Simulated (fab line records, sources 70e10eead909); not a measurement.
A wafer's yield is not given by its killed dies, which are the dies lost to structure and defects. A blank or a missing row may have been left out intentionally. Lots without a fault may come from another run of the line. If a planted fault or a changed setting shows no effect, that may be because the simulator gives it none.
A struck lot beside a sound one + flow nand_harc + 14 out of 1159 route steps
Sound: the wafers L772.2, L772.3, L772.4. Wafers L777.1, L777.3, L777.4 were the ones struck. Last of all comes the cause.
Order at every step that has rows: each side's tool, ch and its chambers, its first start. Under that, the readings that differ: sound wafers + struck wafers + difference of the means + sigmas: that difference in standard deviations of wafers without a fault.
alike: readings whose means differ by less than 2 such deviations, and words and numbers that are the same on both sides. not compared: withheld readings, readings that some wafer has no value for, bounds like >300 that may hide the same value, and numbers for which the record gives no deviation and whose values overlap.
The two part at a step that has a row with sigmas, a row that says differs or no value, or rows on one side only. Non-overlapping numbers with no deviation appear without sigmas and do not part them. A reading that every wafer of one side lacks parts them only if that side has two wafers or more.

first, 1 step without rows for these wafers: NHARC_A_ONON_D1_DEP_19 (target thk 1000 nm).
NHARC_A_ONON_D1_THK_MEAS_21: measures by ellipsometry.
  sound on film_metro-01 at day 9 03:02; struck on film_metro-01 at day 10 02:55
  alike: thk_nm
next comes 1 step that has no rows for these wafers: NHARC_A_ONON_D1_DEP_22 (target thickness 1000 nm).
NHARC_A_ONON_D1_THK_MEAS_24: measures by ellipsometry.
  sound on film_metro-02 at day 9 03:36; struck on film_metro-01 at day 10 03:29
  alike: thk_nm
next comes 1 step that has no rows for these wafers: NHARC_A_ONON_D1_DEP_25 (target thickness 1000 nm).
NHARC_A_ONON_D1_THK_MEAS_27: measures by ellipsometry.
  sound on film_metro-02 at day 9 04:10; struck on film_metro-02 at day 10 04:04
  alike: thk_nm
next comes 1 step that has no rows for these wafers: NHARC_A_ONON_D1_DEP_28 (target thickness 1000 nm).
NHARC_A_ONON_D1_THK_MEAS_30: measures by ellipsometry.
  sound on film_metro-01 at day 9 04:44; struck on film_metro-01 at day 10 04:38
  alike: thk_nm
NHARC_A_ONON_D1_DEP_33: deposits SiO2, target thk 200 nm.
  sound on pecvd-01 ch 0,1, day 9 04:58; struck on pecvd-02 ch 1,2, day 10 04:41
  alike: heater_power_outer_w, heater_power_w, throttle_valve_pct
NHARC_A_ONON_D1_THK_MEAS_34: measures by ellipsometry.
  sound on film_metro-02 at day 9 05:20; struck on film_metro-01 at day 10 05:06
  alike: thk_nm
NHARC_A_ONON_D1_INSPECT_32:
  sound on defect_inspect-02 at day 9 05:24; struck on defect_inspect-02 at day 10 05:10
  alike: raw_defect_count
NHARC_A_CHANNEL_HOLE_D1_DEP_00: deposits aC, target thk 3100 nm.
  sound on acl_dep-01 ch 0, day 9 07:00; struck on acl_dep-01 ch 0, day 10 07:22
  alike: throttle_valve_pct
NHARC_A_CHANNEL_HOLE_D1_DEP_01: deposits SiON, target thk 140 nm.
  sound on pecvd-01 ch 0,1,2, day 9 08:38; struck on pecvd-01 ch 1,2, day 10 09:37
  alike: heater_power_outer_w, heater_power_w
-- record jumps: 11 days between struck wafers' starts before vs after; left off in module A_CHANNEL_HOLE_D1, resumes in module END, first step shown is number 1159 of the route --
NHARC_END_SORT_01:
  only the struck wafers appear in the record here, on prober-02 ch 0 at day 21 18:01; the sound ones have no rows

WHERE THEY PART
At NHARC_END_SORT_01 and nowhere else, as far as this record goes.

WHY: what the simulator had put in
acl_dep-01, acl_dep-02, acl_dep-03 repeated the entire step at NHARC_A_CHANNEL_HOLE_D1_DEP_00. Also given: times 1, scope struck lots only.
